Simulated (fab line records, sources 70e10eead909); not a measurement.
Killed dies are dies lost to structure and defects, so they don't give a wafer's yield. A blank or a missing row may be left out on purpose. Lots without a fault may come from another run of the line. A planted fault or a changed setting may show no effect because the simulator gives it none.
A struck lot beside a sound one | flow nand_harc | 13 steps out of a route of 1302
Sound: wafers L797.1, L797.3, L797.4. Struck: wafers L799.2, L799.5, L799.6. The cause comes at the end.
At each step with rows: each side's tool, then ch and its chambers, then its first start. Under that, the readings that differ: sound wafers | struck wafers | difference of the means | sigmas: that difference in standard deviations of wafers without a fault.
alike: readings whose means differ by less than 2 such deviations, and words and numbers that are the same on both sides. not compared: withheld readings, readings that some wafer has no value for, bounds like >300 that may hide the same value, and numbers for which the record gives no deviation and whose values overlap.
The two part at a step that has a row with sigmas, a row that says differs or no value, or rows on one side only. Numbers that don't overlap but have no deviation are shown without sigmas and don't part them. A reading that every wafer of one side lacks parts them only if that side has two wafers or more.

first, 1 step without rows for these wafers: NHARC_A_ONON_D2_DEP_19 (target thk 1000 nm).
NHARC_A_ONON_D2_THK_MEAS_21: measures by ellipsometry.
  sound on film_metro-01, day 13 05:23; struck on film_metro-01, day 13 21:20
  alike: thk_nm
then, 1 step without rows for these wafers: NHARC_A_ONON_D2_DEP_22 (target thk 1000 nm).
NHARC_A_ONON_D2_THK_MEAS_24: measures by ellipsometry.
  sound on film_metro-01, day 13 05:57; struck on film_metro-01, day 13 21:54
  reading     | sound          | struck      | difference | sigmas
  thk_nm (nm) | 1011 1011 1011 | 988 987 988 | -23        | -2
then, 1 step without rows for these wafers: NHARC_A_ONON_D2_DEP_25 (target thk 1000 nm).
NHARC_A_ONON_D2_THK_MEAS_27: measures by ellipsometry.
  sound on film_metro-01, day 13 06:31; struck on film_metro-02, day 13 22:28
  alike: thk_nm
then, 1 step without rows for these wafers: NHARC_A_ONON_D2_DEP_28 (target thk 1000 nm).
NHARC_A_ONON_D2_THK_MEAS_30: measures by ellipsometry.
  sound on film_metro-01, day 13 07:05; struck on film_metro-01, day 13 23:02
  alike: thk_nm
NHARC_A_ONON_D2_DEP_33: deposits SiO2, target thk 200 nm.
  sound on pecvd-04 ch 0,2, day 13 07:08; struck on pecvd-04 ch 0,1,2, day 13 23:05
  alike: chamber_pressure_Torr, heater_power_w, throttle_valve_pct
NHARC_A_ONON_D2_THK_MEAS_34: measures by ellipsometry.
  sound on film_metro-02, day 13 07:34; struck on film_metro-01, day 13 23:31
  alike: thk_nm
NHARC_A_ONON_D2_INSPECT_32:
  sound on defect_inspect-01, day 13 07:38; struck on defect_inspect-01, day 13 23:34
  reading          | sound       | struck      | difference | sigmas
  raw_defect_count | 273 226 223 | 617 466 693 | +351       | +2
NHARC_A_CHANNEL_HOLE_D2_DEP_00: deposits aC, target thk 3100 nm.
  sound on acl_dep-02 ch 0, day 13 08:24; struck on acl_dep-03 ch 0, day 14 05:09
  alike: throttle_valve_pct
NHARC_A_CHANNEL_HOLE_D2_DEP_01: deposits SiON, target thk 140 nm.
  sound on pecvd-02 ch 0,1, day 13 10:21; struck on pecvd-03 ch 1,2, day 14 06:49
  alike: chamber_pressure_Torr, heater_power_w

WHERE THEY PART
First at NHARC_A_ONON_D2_THK_MEAS_24; last, within this record, at NHARC_A_ONON_D2_INSPECT_32. Later steps at which nothing parts them and some readings are alike: NHARC_A_CHANNEL_HOLE_D2_DEP_00, NHARC_A_CHANNEL_HOLE_D2_DEP_01.

WHY: what the simulator had put in
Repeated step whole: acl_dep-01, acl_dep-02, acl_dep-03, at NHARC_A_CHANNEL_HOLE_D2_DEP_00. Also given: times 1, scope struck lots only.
